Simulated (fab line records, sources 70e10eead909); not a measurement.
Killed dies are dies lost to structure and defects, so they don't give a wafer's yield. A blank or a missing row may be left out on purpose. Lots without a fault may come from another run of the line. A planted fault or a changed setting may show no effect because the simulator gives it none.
fab line records | flow nand_harc
record lots=12 wafers=36 last_day=25
route steps=1159 shown P_BONDPAD@378 THIN_TSV@1130 END@1159
lots that met no fault: from a run of the same line without faults
start_h: hours from the record's first day to the start of the lot's first wafer shown | wait_h: hours since the lot's step before | " the same as in the row above | L1.1+2: a row that stands for several wafers | - no value, or no start given | * or withheld: withheld | < > ~ a bound
route shown NAME@n: a module of which the file shows steps, and the number in the route of the first | usual: mean/standard deviation of fault-free wafers | same: alike in all rows | chamber/n: place in a boat | sites: the reading at each site | _std_site: their standard deviation | _edge_site: outer sites' mean less inner sites' | radius_mm: how far each site lies from the wafer's centre | mask NAME#n: copy n | behind: the tool/chamber that last shaped the wafer | hold: why the lot was held/for how many hours/how that ended | device: the transistor (n, p or np) that didn't switch | end of line: the same wafers' tests at the end of the route | a step without rows: its recipe alone | killed: dies lost to structure and defects at the first sort, not the wafer's yield | map: a wafer's dies, x killed, . not, _ none there
set.NAME: the setting as run; set.NAME@STEP: as run at that earlier step | model.NAME: the simulator's own value behind a step, which no gauge read
steps of the route over a sample of lots; a table a step, a row a wafer
services: from which hour (start_h, from the record's first day; less than 0 if before it) a tool's chamber was out of use, for how many hours, and why
## steps
# step NHARC_P_BONDPAD_ECD_18
# recipe target_thk_a=4000 bath_temp_c=25 material=Cu
# columns lot.wafer tool chamber start_h wait_h
L467.2+5+6 ecd_cu-01 1,1,0 140.04 -
L470.1+2+3 ecd_cu-02 1,0,0 143.30 -
L469.1+2+4 ecd_cu-02 0,1,1 145.24 -
L472.1+2+4 ecd_cu-01 1,0,0 158.85 -
L473.1+2+4 ecd_cu-01 1,0,1 171.41 -
L475.2+1+3 ecd_cu-01 1,0,1 177.60 -
L476.4+5+6 ecd_cu-01 1,1,0 184.78 -
L477.2+3+5 ecd_cu-01 0,1,0 185.98 -
L481.1+6+5 ecd_cu-01 0,0,1 206.29 -
L486.1+3+5 ecd_cu-02 0,1,0 240.08 -
L488.1+2+5 ecd_cu-02 0,1,0 251.30 -
L489.1+2+3 ecd_cu-02 1,0,1 259.08 -
# step NHARC_THIN_TSV_PVD_51
# recipe target_thk_a=1000 chamber_pressure_pa=5 material=Cu
# usual throttle_valve_pct=29.7/0.8
# columns lot.wafer tool chamber start_h wait_h throttle_valve_pct
L469.2 pvd_sputter-01 - - - 28.9
L469.1 " - " " 29.5
L469.4 " - " " 29.8
L470.3 pvd_sputter-01 - - - 29.6
L470.2 " - " " 29.8
L470.1 " - " " 28.6
L467.2 pvd_sputter-01 - - - 28.4
L467.5 " - " " 29.6
L467.6 " - " " 29.3
L472.1 pvd_sputter-02 - - - 30.7
L472.2 " - " " 30.7
L472.4 " - " " 30.9
L475.1 pvd_sputter-01 - - - 29.8
L475.2 " - " " 28.5
L475.3 " - " " 29.5
L473.2 pvd_sputter-03 - - - 29.9
L473.4 " - " " 30.5
L473.1 " - " " 29.3
L476.4 pvd_sputter-01 - - - 28.4
L476.6 " - " " 29.5
L476.5 " - " " 29.7
L486.3 pvd_sputter-02 - - - 31.1
L486.1 " - " " 28.3
L486.5 " - " " 30.6
L488.2 pvd_sputter-01 - - - 28.8
L488.1 " - " " 28.9
L488.5 " - " " 31.0
L489.3 pvd_sputter-01 - - - 28.4
L489.2 " - " " 29.3
L489.1 " - " " 30.0
# step NHARC_THIN_TSV_DESCUM_35
# recipe time_s=3 o2_flow_sccm=200 ar_flow_sccm=0 bias_power_w=0 chemistry=O2
# usual drypump_motor_current_A=5.7/0.45 o2_flow_sccm=200.0/0.63 oes_product_au=0.999/0.0096 rf_vpp_V=57.8/0.87 showerhead_plenum_p_Torr=1.92/0.058 throttle_valve_pct=11.310/0.0087
# columns lot.wafer tool chamber start_h wait_h drypump_motor_current_A o2_flow_sccm oes_product_au rf_hours_counter_h rf_vpp_V showerhead_plenum_p_Torr throttle_valve_pct
L469.2 rie_diel-11 3 429.65 - 5.6 200.5 0.991 3 59.4 1.84 11.314
L469.1 " 0 " " 5.7 200.3 1.005 4 58.1 1.82 11.309
L469.4 " 1 " " 5.3 199.1 0.987 4 58.3 1.94 11.316
L470.3 rie_diel-11 0 443.19 - 5.7 199.0 0.992 5 57.1 1.82 11.307
L470.1 " 1 " " 5.4 200.3 0.979 5 57.4 1.94 11.307
L470.2 " 3 " " 5.6 200.4 0.997 4 57.6 1.84 11.307
L467.2 rie_diel-10 1 444.26 - 5.2 200.3 0.992 8 58.6 1.83 11.310
L467.6 " 3 " " 5.6 199.3 0.999 - 58.7 1.89 11.310
L467.5 " 0 " " 5.6 198.8 1.013 - 57.0 1.89 11.312
L472.4 rie_diel-02 0 447.64 - 6.0 199.7 0.999 9 58.2 2.02 11.320
L472.2 " 1 " " 6.4 200.5 0.994 6 59.0 1.95 11.310
L472.1 " 3 " " 5.4 199.9 0.992 9 57.5 1.97 11.302
L475.1 rie_diel-02 1 485.13 - 6.3 200.2 0.995 8 58.5 1.94 11.322
L475.2 " 2 " " 5.2 198.9 0.991 12 58.3 1.94 11.310
L475.3 " 0 " " 6.0 200.4 1.003 11 58.0 2.02 11.318
L473.1 rie_diel-10 1 493.25 - 5.2 200.1 1.005 12 56.6 1.83 11.319
L473.4 " 2 " " 6.5 199.8 0.997 14 57.9 1.94 11.310
L473.2 " 0 " " 5.7 199.6 1.017 13 58.4 1.88 11.294
L476.4 rie_diel-10 1 494.29 - 5.2 200.4 0.990 12 57.4 1.83 11.311
L476.6 " 0 " " 5.7 201.4 1.004 - 58.7 1.89 11.300
L476.5 " 1 " " 5.2 200.0 0.991 - 58.3 1.83 11.328
L486.1 rie_diel-02 1 533.21 - 6.3 201.2 1.007 2 57.4 1.94 11.305
L486.3 " 2 " " 5.1 200.3 1.016 2 57.6 1.93 11.304
L486.5 " 0 " " 6.0 199.8 1.005 - 57.8 2.02 11.322
L488.2 rie_diel-02 2 550.06 - 5.2 199.6 1.023 5 57.6 1.93 11.319
L488.1 " 1 " " 6.4 200.5 0.995 4 57.1 1.94 11.308
L488.5 " 2 " " 5.2 199.8 1.010 - 58.4 1.93 11.316
L489.3 rie_diel-02 0 561.64 - 5.9 200.7 0.991 4 58.7 2.02 11.319
L489.1 " 1 " " 6.3 200.2 1.000 5 57.8 1.94 11.308
L489.2 " 3 " " 5.5 200.0 1.001 5 57.8 1.97 11.321
# step NHARC_THIN_TSV_ETCH_59
# recipe target_depth_a=8800 icp_w=900 bias_w=100 Cl2_flow_sccm=60 bcl3_flow_sccm=30 time_s=138.1 chemistry=Cl2/BCl3
# usual drypump_motor_current_A=5.8/0.47 oes_product_au=0.999/0.012 rf_fwd_power_W=896/3.2 throttle_valve_pct=22.264/0.0092
# columns lot.wafer tool chamber start_h wait_h drypump_motor_current_A oes_product_au rf_fwd_power_W rf_hours_counter_h throttle_valve_pct
L469.1 rie_metal-03 1 429.77 0.1 6.1 1.008 903 4.0 22.275
L469.2 " 1 " " 6.0 1.006 901 - 22.259
L469.4 " 1 " " 6.0 0.999 900 - 22.241
L470.1 rie_metal-02 0 443.33 0.1 5.1 1.002 898 1.9 22.259
L470.2 " 1 " " 5.5 0.990 895 1.9 22.270
L470.3 " 1 " " 5.5 0.990 894 - 22.267
L467.2 rie_metal-03 1 444.44 0.2 6.1 1.019 895 - 22.264
L467.5 " 1 " " 6.1 1.011 899 - 22.261
L467.6 " 1 " " 6.1 0.997 896 - 22.273
L472.1 rie_metal-02 0 447.77 0.1 5.1 1.017 891 2.1 22.260
L472.2 " 1 " " 5.5 0.989 895 2.1 22.277
L472.4 " 0 " " 5.1 1.012 893 - 22.270
L475.2 rie_metal-02 1 485.28 0.1 5.5 0.991 895 2.9 22.267
L475.1 " 0 " " 5.1 1.013 897 2.9 22.271
L475.3 " 1 " " 5.5 0.991 895 - 22.258
L473.2 rie_metal-02 0 493.38 0.1 5.1 1.016 894 3.1 22.262
L473.1 " 1 " " 5.5 0.989 897 3.1 22.256
L473.4 " 1 " " 5.5 1.005 893 - 22.272
L476.4 rie_metal-03 0 494.62 0.3 6.5 0.999 896 - 22.259
L476.5 " 0 " " 6.5 1.000 894 - 22.255
L476.6 " 0 " " 6.5 1.009 892 - 22.274
L486.1 rie_metal-03 1 533.31 0.1 6.0 1.013 903 0.6 22.268
L486.3 " 0 " " 6.6 1.010 893 - 22.260
L486.5 " 1 " " 6.0 1.012 900 - 22.254
L488.1 rie_metal-01 1 550.19 0.1 5.8 0.982 900 0.6 22.258
L488.2 " 0 " " 5.7 1.011 895 0.6 22.267
L488.5 " 0 " " 5.8 1.002 894 - 22.265
L489.1 rie_metal-01 1 561.77 0.1 5.8 0.993 899 0.9 22.270
L489.2 " 0 " " 5.7 1.017 898 0.9 22.251
L489.3 " 1 " " 5.8 0.993 898 - 22.248
# step NHARC_END_SORT_01
# recipe temp_c=25
# usual defect_limited_yield=95.3/1.3 killed_at_array=28/9.1 killed_at_other=0.6/0.87 killed_at_periphery=3.4/2.7 killed_dies=32/9 killed_open=3.2/1.9 killed_short=2.0/1.3 sort_bin_2_pct=1.5/0.57 sort_bin_3_pct=0.26/0.22 sort_bin_4_pct=2.9/0.91 sort_n_pass=645/9 sort_rim_yield_pct=93/3.3 sort_yield_pct=95.3/1.3
# same gross_dies=677 sort_bin_5_pct[%]=0 sort_bin_6_pct[%]=0 sort_bin_7_pct[%]=0 sort_bin_8_pct[%]=0 sort_rim_n_gross=106.00
# columns lot.wafer tool chamber start_h wait_h defect_limited_yield[%] killed_at_array killed_at_other killed_at_periphery killed_dies killed_open killed_short sort_bin_2_pct[%] sort_bin_3_pct[%] sort_bin_4_pct[%] sort_n_pass sort_rim_yield_pct[%] sort_yield_pct[%]
L469.1 prober-02 0 439.75 2.6 96.2 21 0 5 26 0 2 1.0 0.30 2.5 651 96 96.2
L469.2 prober-02 0 440.54 2.8 95.0 25 0 9 34 4 3 1.0 0.44 3.5 643 95 95.0
L469.4 prober-02 0 442.13 3.4 96.0 22 0 5 27 2 2 0.6 0 3.4 650 93 96.0
L467.2 prober-02 0 452.83 2.8 95.7 28 0 1 29 2 1 1.5 0.59 2.2 648 92 95.7
L467.5 prober-02 0 455.26 3.7 96.9 20 0 1 21 3 3 0.9 0.15 2.1 656 93 96.9
L467.6 prober-02 0 456.07 4.0 94.4 34 0 4 38 3 0 1.5 0.30 3.8 639 92 94.4
L470.1 prober-02 0 459.86 2.5 98.8 7 0 1 8 0 3 0.3 0.15 0.7 669 98 98.8
L470.2 prober-02 0 460.66 2.8 97.3 13 0 5 18 4 3 0.7 0 1.9 659 97 97.3
L470.3 prober-02 0 461.46 3.1 97.8 12 0 3 15 5 3 0.6 0.15 1.5 662 96 97.8
L472.1 prober-02 0 475.42 2.5 96.3 24 0 1 25 4 1 0.9 0.59 2.2 652 97 96.3
L472.2 prober-02 0 476.21 2.8 96.3 23 1 1 25 6 1 1.2 0.15 2.4 652 91 96.3
L472.4 prober-02 0 477.81 3.4 96.3 24 0 1 25 3 1 0.6 0.15 3.0 652 94 96.3
L475.1 prober-02 0 493.99 2.6 95.9 26 1 1 28 3 1 1.0 0.74 2.4 649 94 95.9
L475.2 prober-02 0 494.79 2.8 95.6 25 1 4 30 4 1 1.8 0.15 2.5 647 97 95.6
L475.3 prober-02 0 495.59 3.1 94.8 33 1 1 35 2 4 1.8 0.15 3.2 642 94 94.8
L476.4 prober-02 0 504.45 3.4 95.7 28 0 1 29 2 1 0.9 0.30 3.1 648 95 95.7
L476.5 prober-02 0 505.25 3.7 96.0 24 1 2 27 1 2 1.0 0.15 2.8 650 93 96.0
L476.6 prober-02 0 506.06 4.0 95.7 24 1 4 29 4 5 0.9 0.44 3.0 648 94 95.7
L473.1 prober-02 0 509.88 2.5 94.1 35 0 5 40 2 2 1.8 0.59 3.5 637 91 94.1
L473.2 prober-02 0 510.68 2.8 93.5 35 0 9 44 4 1 1.5 0.30 4.7 633 84 93.5
L473.4 prober-02 0 512.28 3.4 93.2 38 1 7 46 7 1 2.5 0 4.3 631 82 93.2
L481.1 prober-02 0 517.62 2.5 1.2 28 1 640 669 2 1 95.6 0.30 3.0 8 8 1.2
L481.5 prober-02 0 520.86 3.7 0.1 29 0 647 676 3 2 95.7 0.30 3.8 1 0 0.1
L481.6 prober-02 0 521.67 4.0 0.6 26 0 647 673 5 2 96.5 0 3.0 4 2 0.6
L477.2 prober-02 0 534.11 2.8 0.9 21 1 649 671 0 3 96.8 0.15 2.2 6 3 0.9
L477.3 prober-02 0 534.90 3.1 2.8 28 0 630 658 1 2 93.6 0.15 3.4 19 0 2.8
L477.5 prober-02 0 536.49 3.7 0.9 26 0 645 671 1 4 96.2 0.15 2.8 6 6 0.9
L486.1 prober-02 0 580.13 2.5 93.4 40 2 3 45 5 0 2.7 0.44 3.5 632 85 93.4
L486.3 prober-02 0 581.75 3.1 91.4 54 0 4 58 5 2 2.7 0.44 5.5 619 92 91.4
L486.5 prober-02 0 583.36 3.7 92.9 44 0 4 48 0 3 3.5 0.15 3.4 629 85 92.9
L488.1 prober-01 0 595.27 2.5 97.2 16 1 2 19 2 2 1.2 0 1.6 658 99 97.2
L488.2 prober-01 0 596.07 2.8 96.9 18 2 1 21 5 2 1.3 0.30 1.5 656 96 96.9
L488.5 prober-01 0 598.47 3.7 97.2 15 0 4 19 3 3 0.4 0.30 2.1 658 93 97.2
L489.1 prober-01 0 603.02 2.5 94.1 38 1 1 40 4 2 1.8 0.30 3.8 637 92 94.1
L489.2 prober-01 0 603.82 2.8 95.6 28 1 1 30 2 2 1.9 0.44 2.1 647 90 95.6
L489.3 prober-01 0 604.62 3.1 93.5 40 3 1 44 0 4 1.3 1.03 4.1 633 92 93.5
# killed by level:class
L469.1 A_STAIRCASE:chamber_film_flake=8 A_SLIT:chamber_film_flake=7 P_ZERO_WELL:chamber_film_flake=3 A_CHANNEL_HOLE_D1:chamber_film_flake=2 A_SOURCE_PLATE:geometric_particle:short=1 A_M1:geometric_particle:short=1 P_STI:chamber_film_flake=1 P_M1:chamber_film_flake=1
L469.2 A_SLIT:chamber_film_flake=8 A_STAIRCASE:chamber_film_flake=5 P_ZERO_WELL:chamber_film_flake=3 P_M1:chamber_film_flake=3 A_CHANNEL_HOLE_D1:chamber_film_flake=3 P_M0:geometric_particle:open=2 A_ONON_D1:geometric_particle:short=2 A_CONTACT:chamber_film_flake=2
L469.4 A_SLIT:chamber_film_flake=11 P_ZERO_WELL:chamber_film_flake=3 A_WL_FILL:chamber_film_flake=3 A_STAIRCASE:chamber_film_flake=2 A_ONON_D1:geometric_particle:open=1 A_CHANNEL_HOLE_D1:geometric_particle:open=1 A_CHANNEL_FILL_D1:geometric_particle:short=1 A_WL_FILL:geometric_particle:short=1
L467.2 A_SLIT:chamber_film_flake=14 A_CHANNEL_HOLE_D1:chamber_film_flake=8 A_CONTACT:chamber_film_flake=2 A_CHANNEL_HOLE_D1:geometric_particle:open=1 A_WL_FILL:geometric_particle:open=1 A_WL_FILL:geometric_particle:short=1 P_STI:chamber_film_flake=1 A_STAIRCASE:chamber_film_flake=1
L467.5 A_SLIT:chamber_film_flake=10 A_CHANNEL_HOLE_D1:chamber_film_flake=3 A_WL_FILL:geometric_particle:short=2 A_CHANNEL_HOLE_D1:geometric_particle:open=1 A_CHANNEL_FILL_D1:geometric_particle:open=1 A_CHANNEL_FILL_D1:geometric_particle:short=1 A_CONTACT:geometric_particle:open=1 P_ZERO_WELL:chamber_film_flake=1
L467.6 A_SLIT:chamber_film_flake=13 A_CHANNEL_HOLE_D1:chamber_film_flake=9 A_CONTACT:chamber_film_flake=6 A_STAIRCASE:chamber_film_flake=5 P_CONTACT:geometric_particle:open=2 A_CONTACT:geometric_particle:open=1 P_ZERO_WELL:chamber_film_flake=1 P_STI:chamber_film_flake=1
L470.1 A_WL_FILL:geometric_particle:short=2 A_CHANNEL_FILL_D1:geometric_particle:short=1 P_GATE:chamber_film_flake=1 A_ZERO_WELL:chamber_film_flake=1 A_CHANNEL_HOLE_D1:chamber_film_flake=1 A_CHANNEL_FILL_D1:chamber_film_flake=1 A_STAIRCASE:chamber_film_flake=1
L470.2 A_CHANNEL_HOLE_D1:chamber_film_flake=4 A_CONTACT:geometric_particle:open=2 P_GATE:chamber_film_flake=2 A_STAIRCASE:chamber_film_flake=2 P_GATE:geometric_particle:short=1 P_CONTACT:geometric_particle:short=1 P_M0:geometric_particle:open=1 A_CONTACT:geometric_particle:short=1
L470.3 A_WL_FILL:geometric_particle:short=3 A_CHANNEL_HOLE_D1:chamber_film_flake=3 A_CONTACT:geometric_particle:open=2 A_BLC:geometric_particle:open=2 P_GATE:chamber_film_flake=2 P_CONTACT:geometric_particle:open=1 A_ZERO_WELL:chamber_film_flake=1 A_CHANNEL_FILL_D1:chamber_film_flake=1
L472.1 A_CHANNEL_HOLE_D1:chamber_film_flake=8 A_STAIRCASE:chamber_film_flake=6 A_ZERO_WELL:chamber_film_flake=3 A_CONTACT:chamber_film_flake=2 P_M2:geometric_particle:open=1 A_CHANNEL_FILL_D1:geometric_particle:open=1 A_CONTACT:geometric_particle:open=1 A_CONTACT:geometric_particle:short=1
L472.2 A_CONTACT:chamber_film_flake=7 A_STAIRCASE:chamber_film_flake=6 A_CHANNEL_HOLE_D1:chamber_film_flake=4 A_CONTACT:geometric_particle:open=3 P_STI:geometric_particle:short=1 A_ONON_D1:geometric_particle:open=1 A_CHANNEL_FILL_D1:geometric_particle:open=1 STARTING-WAFER:geometric_particle:open=1
L472.4 A_STAIRCASE:chamber_film_flake=6 A_ZERO_WELL:chamber_film_flake=5 A_CONTACT:chamber_film_flake=5 A_CHANNEL_HOLE_D1:chamber_film_flake=4 A_CONTACT:geometric_particle:open=2 A_ONON_D1:geometric_particle:short=1 A_STAIRCASE:geometric_particle:open=1 P_BONDPAD:chamber_film_flake=1
L475.1 A_BONDPAD:chamber_film_flake=7 A_SLIT:chamber_film_flake=5 A_CHANNEL_HOLE_D1:chamber_film_flake=3 A_CONTACT:chamber_film_flake=3 A_CHANNEL_HOLE_D1:geometric_particle:open=2 A_STAIRCASE:chamber_film_flake=2 A_WL_FILL:chamber_film_flake=2 A_ONON_D1:geometric_particle:short=1
L475.2 A_SLIT:chamber_film_flake=7 A_CHANNEL_HOLE_D1:chamber_film_flake=5 A_BONDPAD:chamber_film_flake=4 A_CONTACT:chamber_film_flake=3 A_WL_FILL:chamber_film_flake=2 P_CONTACT:geometric_particle:open=1 P_M0:geometric_particle:open=1 A_ONON_D1:geometric_particle:short=1
L475.3 A_SLIT:chamber_film_flake=14 A_CONTACT:chamber_film_flake=7 A_CHANNEL_HOLE_D1:chamber_film_flake=3 A_STAIRCASE:chamber_film_flake=3 A_BONDPAD:chamber_film_flake=2 P_CONTACT:geometric_particle:open=1 A_ONON_D1:geometric_particle:short=1 A_CHANNEL_HOLE_D1:geometric_particle:short=1
L476.4 A_CHANNEL_HOLE_D1:chamber_film_flake=9 A_CONTACT:chamber_film_flake=9 A_STAIRCASE:chamber_film_flake=6 A_CHANNEL_FILL_D1:geometric_particle:open=1 A_CONTACT:geometric_particle:open=1 A_M0:geometric_particle:short=1 P_GATE:chamber_film_flake=1 A_WL_FILL:chamber_film_flake=1
L476.5 A_STAIRCASE:chamber_film_flake=8 A_CHANNEL_HOLE_D1:chamber_film_flake=7 A_CONTACT:chamber_film_flake=6 A_CONTACT:geometric_particle:short=1 A_M0:geometric_particle:short=1 STARTING-WAFER:geometric_particle:open=1 P_STI:chamber_film_flake=1 P_M0:chamber_film_flake=1
L476.6 A_STAIRCASE:chamber_film_flake=11 A_CHANNEL_HOLE_D1:chamber_film_flake=7 A_WL_FILL:geometric_particle:short=2 P_STI:geometric_particle:short=1 P_GATE:geometric_particle:short=1 P_M1:geometric_particle:open=1 P_M2:geometric_particle:open=1 A_ONON_D1:geometric_particle:open=1
L473.1 A_SLIT:chamber_film_flake=13 A_CHANNEL_HOLE_D1:chamber_film_flake=8 A_CONTACT:chamber_film_flake=8 A_CONTACT:geometric_particle:open=2 P_ZERO_WELL:chamber_film_flake=2 P_BONDPAD:chamber_film_flake=2 A_STAIRCASE:chamber_film_flake=2 P_CONTACT:geometric_particle:short=1
L473.2 A_SLIT:chamber_film_flake=17 A_CHANNEL_HOLE_D1:chamber_film_flake=8 A_CONTACT:chamber_film_flake=7 P_GATE:chamber_film_flake=2 P_BONDPAD:chamber_film_flake=2 P_GATE:geometric_particle:open=1 P_CONTACT:geometric_particle:open=1 A_ONON_D1:geometric_particle:open=1
L473.4 A_SLIT:chamber_film_flake=16 A_CHANNEL_HOLE_D1:chamber_film_flake=10 P_ZERO_WELL:chamber_film_flake=5 A_CONTACT:chamber_film_flake=4 A_CONTACT:geometric_particle:open=2 A_STAIRCASE:chamber_film_flake=2 P_CONTACT:geometric_particle:open=1 A_CHANNEL_FILL_D1:geometric_particle:short=1
L481.1 P_BONDPAD:area_ecd=639 A_SLIT:chamber_film_flake=14 A_CHANNEL_HOLE_D1:chamber_film_flake=6 A_CONTACT:chamber_film_flake=3 A_M1:geometric_particle:open=1 A_M0:geometric_particle:open=1 STARTING-WAFER:geometric_particle:short=1 P_GATE:chamber_film_flake=1
L481.5 P_BONDPAD:area_ecd=642 A_SLIT:chamber_film_flake=16 A_CHANNEL_HOLE_D1:chamber_film_flake=6 P_GATE:chamber_film_flake=2 A_STAIRCASE:chamber_film_flake=2 P_CONTACT:geometric_particle:short=1 P_M1:geometric_particle:open=1 A_SOURCE_PLATE:geometric_particle:open=1
L481.6 P_BONDPAD:area_ecd=642 A_SLIT:chamber_film_flake=12 A_CHANNEL_HOLE_D1:chamber_film_flake=4 A_CONTACT:chamber_film_flake=3 P_M0:geometric_particle:open=1 P_M1:geometric_particle:open=1 A_CHANNEL_FILL_D1:geometric_particle:short=1 A_SGD_CUT:geometric_particle:short=1
L477.2 P_BONDPAD:area_ecd=649 A_SLIT:chamber_film_flake=12 A_CHANNEL_HOLE_D1:chamber_film_flake=4 A_STAIRCASE:chamber_film_flake=2 A_SOURCE_PLATE:geometric_particle:short=1 A_CONTACT:geometric_particle:short=1 STARTING-WAFER:geometric_particle:short=1 A_WL_FILL:chamber_film_flake=1
L477.3 P_BONDPAD:area_ecd=626 A_SLIT:chamber_film_flake=14 A_CHANNEL_HOLE_D1:chamber_film_flake=10 P_M0:chamber_film_flake=2 P_M0:geometric_particle:open=1 A_CHANNEL_FILL_D1:geometric_particle:short=1 A_BLC:geometric_particle:short=1 P_GATE:chamber_film_flake=1
L477.5 P_BONDPAD:area_ecd=642 A_CHANNEL_HOLE_D1:chamber_film_flake=12 A_SLIT:chamber_film_flake=8 A_CHANNEL_FILL_D1:geometric_particle:short=2 P_GATE:chamber_film_flake=2 A_SGD_CUT:geometric_particle:short=1 A_WL_FILL:geometric_particle:open=1 A_M0:geometric_particle:short=1
L486.1 A_CHANNEL_HOLE_D1:chamber_film_flake=12 A_SLIT:chamber_film_flake=11 A_STAIRCASE:chamber_film_flake=8 A_CONTACT:chamber_film_flake=6 STARTING-WAFER:geometric_particle:open=2 P_GATE:geometric_particle:open=1 A_CONTACT:geometric_particle:open=1 A_BLC:geometric_particle:open=1
L486.3 A_CHANNEL_HOLE_D1:chamber_film_flake=17 A_SLIT:chamber_film_flake=16 A_STAIRCASE:chamber_film_flake=6 A_CONTACT:chamber_film_flake=5 A_ONON_D1:geometric_particle:open=3 P_BONDPAD:chamber_film_flake=3 A_CHANNEL_FILL_D1:geometric_particle:short=2 A_WL_FILL:geometric_particle:open=1
L486.5 A_SLIT:chamber_film_flake=17 A_CHANNEL_HOLE_D1:chamber_film_flake=11 A_STAIRCASE:chamber_film_flake=7 A_CONTACT:chamber_film_flake=4 P_GATE:chamber_film_flake=2 A_CHANNEL_FILL_D1:chamber_film_flake=2 P_M0:geometric_particle:short=1 A_ONON_D1:geometric_particle:short=1
L488.1 A_CHANNEL_HOLE_D1:chamber_film_flake=11 P_M0:geometric_particle:open=1 A_STAIRCASE:geometric_particle:short=1 A_BLC:geometric_particle:open=1 A_M0:geometric_particle:short=1 P_STI:chamber_film_flake=1 A_STAIRCASE:chamber_film_flake=1 A_CONTACT:chamber_film_flake=1
L488.2 A_CHANNEL_HOLE_D1:chamber_film_flake=8 A_CONTACT:geometric_particle:open=3 A_STAIRCASE:chamber_film_flake=2 THIN_TSV:chamber_film_flake=2 A_SOURCE_PLATE:geometric_particle:short=1 A_SOURCE_PLATE:geometric_particle:open=1 A_ONON_D1:geometric_particle:short=1 A_ONON_D1:geometric_particle:open=1
L488.5 A_CHANNEL_HOLE_D1:chamber_film_flake=6 P_STI:chamber_film_flake=2 A_STAIRCASE:chamber_film_flake=2 A_CONTACT:chamber_film_flake=2 P_CONTACT:geometric_particle:short=1 P_M0:geometric_particle:open=1 A_ONON_D1:geometric_particle:short=1 A_CHANNEL_FILL_D1:geometric_particle:short=1
L489.1 A_SLIT:chamber_film_flake=17 A_CHANNEL_HOLE_D1:chamber_film_flake=9 A_STAIRCASE:chamber_film_flake=3 A_CONTACT:geometric_particle:open=2 A_CHANNEL_FILL_D1:geometric_particle:open=1 A_WL_FILL:geometric_particle:short=1 A_WL_FILL:geometric_particle:open=1 A_CONTACT:geometric_particle:short=1
L489.2 A_SLIT:chamber_film_flake=17 A_CHANNEL_HOLE_D1:chamber_film_flake=5 A_CONTACT:chamber_film_flake=2 P_GATE:geometric_particle:open=1 A_CHANNEL_FILL_D1:geometric_particle:short=1 A_WL_FILL:geometric_particle:short=1 A_BLC:geometric_particle:open=1 A_WL_FILL:chamber_film_flake=1
L489.3 A_SLIT:chamber_film_flake=19 A_CHANNEL_HOLE_D1:chamber_film_flake=15 A_CONTACT:chamber_film_flake=2 THIN_TSV:chamber_film_flake=2 P_M1:geometric_particle:short=1 A_SLIT:geometric_particle:short=1 A_M0:geometric_particle:short=1 STARTING-WAFER:geometric_particle:short=1
## services
# columns tool chamber start_h hours kind
rie_diel-02 - 150.70 9.0 pm
pvd_sputter-01 - 158.00 10.0 pm
ecd_cu-02 - 180.00 8.0 pm
rie_metal-03 - 191.62 0.2 repair
rie_metal-02 - 213.03 9.0 pm
rie_metal-02 - 236.17 1.2 repair
ecd_cu-01 - 272.09 8.0 pm
rie_metal-03 - 276.00 9.0 pm
ecd_cu-02 - 285.51 0.3 repair
ecd_cu-01 - 289.40 1.7 repair
rie_diel-02 - 327.70 9.0 pm
pvd_sputter-01 - 336.00 10.0 pm
ecd_cu-02 - 356.14 8.0 pm
rie_diel-02 1 361.99 10.7 repair
rie_metal-03 1 364.47 3.0 repair
rie_diel-02 0 377.88 2.2 repair
rie_metal-02 - 390.03 9.0 pm
rie_metal-03 0 413.35 2.3 repair
ecd_cu-01 - 448.09 8.0 pm
rie_diel-02 3 454.41 52.1 repair
rie_diel-02 2 499.09 5.0 repair
rie_diel-02 - 504.70 9.0 pm
pvd_sputter-01 - 514.00 10.0 pm
ecd_cu-02 - 532.14 8.0 pm
## key
first_sign step=NHARC_END_SORT_01 reading=killed_at_periphery direction=up sigmas=99+ usual=3.4 struck=643
effect step=NHARC_END_SORT_01 reading=sort_bin_2_pct direction=up sigmas=99+ usual=1.5 struck=95.7
more_kills_born_at NHARC_P_BONDPAD_ECD_18@ecd_cu-01=3840
met_at NHARC_P_BONDPAD_ECD_18
struck_lots L477,L481
later_rows_left_out L477.2,L477.3,L477.5,L481.1,L481.5,L481.6
not_acting_at NHARC_THIN_TSV_PVD_51,NHARC_THIN_TSV_DESCUM_35,NHARC_THIN_TSV_ETCH_59
onset_between 184.78 185.98
fault kind=process_parameter_drift tool=ecd_cu-01 chamber=- onset_h=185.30 steps=NHARC_P_BONDPAD_ECD_18 channel=target_thk_a offset=* shape=step end_h=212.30 acts_in=* stated=*
# later_rows_left_out: the simulator's readings of these wafers behind a module that went badly wrong aren't trusted and aren't shown, but for the sort
